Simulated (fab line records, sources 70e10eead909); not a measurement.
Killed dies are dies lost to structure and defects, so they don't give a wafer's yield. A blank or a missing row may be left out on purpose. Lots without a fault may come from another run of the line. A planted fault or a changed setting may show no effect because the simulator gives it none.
A struck lot beside a sound one | flow nand_harc | 15 steps out of a route of 1302
Sound: wafers L382.1, L382.2, L382.6. Struck: wafer L391.1. (L391.3 of the same lot was not struck and is left out.) The cause comes at the end.
At each step with rows: each side's tool, then ch and its chambers, then its first start. Under that, the readings that differ: sound wafers | struck wafers | difference of the means | sigmas: that difference in standard deviations of wafers without a fault.
alike: readings whose means differ by less than 2 such deviations, and words and numbers that are the same on both sides. not compared: withheld readings, readings that some wafer has no value for, bounds like >300 that may hide the same value, and numbers for which the record gives no deviation and whose values overlap.
The two part at a step that has a row with sigmas, a row that says differs or no value, or rows on one side only. Numbers that don't overlap but have no deviation are shown without sigmas and don't part them. A reading that every wafer of one side lacks parts them only if that side has two wafers or more.

first, 8 steps without rows for these wafers: NHARC_A_CONTACT_COAT_61 (time 75 s); NHARC_A_CONTACT_COAT_62 (time 65 s); NHARC_A_CONTACT_COAT_63 (resist thk 90 nm); NHARC_A_CONTACT_SOFTBAKE_64 (time 55 s); NHARC_A_CONTACT_EBR_65; NHARC_A_CONTACT_EXPOSE_66 (exposes mask A CC 2); NHARC_A_CONTACT_PEB_67 (peb time 65 s); NHARC_A_CONTACT_DEVELOP_68 (develop time 35 s).
NHARC_A_CONTACT_CD_MEAS_69: target cd 300 nm.
  sound on cd_sem-03 ch 0, day 24 09:04; struck on cd_sem-03 ch 0, day 28 11:34
  alike: cd_nm
NHARC_A_CONTACT_OVL_MEAS_70:
  sound on overlay-01, day 24 09:10; struck on overlay-01, day 28 11:39
  alike: overlay_x_nm, overlay_y_nm
NHARC_A_CONTACT_INSPECT_71:
  sound on defect_inspect-02, day 24 09:11; struck on defect_inspect-02, day 28 11:41
  alike: raw_defect_count
NHARC_A_CONTACT_DESCUM_74: chemistry O2, time 3 s.
  sound on rie_diel-09 ch 0,1, day 24 09:15; struck on rie_diel-09 ch 2, day 28 11:46
  alike: drypump_motor_current_A, oes_product_au, rf_vpp_V, showerhead_plenum_p_Torr, throttle_valve_pct
  not compared: rf_hours_counter_h
NHARC_A_CONTACT_ETCH_75: etches the open film in CF4, target depth 39 nm, time 65 s.
  sound on rie_diel-09 ch 0,1,2, day 24 09:21; struck on rie_diel-09 ch 3, day 28 11:58
  reading                         | sound             | struck | difference | sigmas
  oes_product_au (a.u.)           | 1.018 0.993 0.997 | 0.810  | -0.193     | -18
  showerhead_plenum_p_Torr (Torr) | 1.79 1.65 1.65    | 1.86   | +0.16      | +2
  alike: drypump_motor_current_A, rf_vpp_V, throttle_valve_pct
  not compared: rf_hours_counter_h
NHARC_A_CONTACT_ETCH_76: etches the open film in N2/H2, target depth 260 nm, time 475.3 s.
  sound on rie_diel-09 ch 0,1,2; struck on rie_diel-09 ch 2
  alike: drypump_motor_current_A, oes_product_au, rf_vpp_V, showerhead_plenum_p_Torr, throttle_valve_pct
  not compared: rf_hours_counter_h
-- the record jumps here: 3 days lie between the struck wafers' starts before and after (it left off in module A_CONTACT and takes up again in module END, whose first step shown is number 1302 of the route) --
NHARC_END_SORT_01:
  sound on prober-02 ch 0, day 27 00:57; struck on prober-01 ch 0, day 31 02:13
  reading         | sound    | struck | difference | sigmas
  killed_at_array | 54 39 65 | 212    | +159       | +9
  killed_dies     | 57 40 71 | 217    | +161       | +9
  alike: killed_at_other, killed_at_periphery, killed_open, killed_short

WHERE THEY PART
First at NHARC_A_CONTACT_ETCH_75; last, within this record, at NHARC_END_SORT_01.

WHY: what the simulator had put in
Process parameter drift: rie_diel-09, from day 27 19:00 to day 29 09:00, at NHARC_A_CONTACT_ETCH_75. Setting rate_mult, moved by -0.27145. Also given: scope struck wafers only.
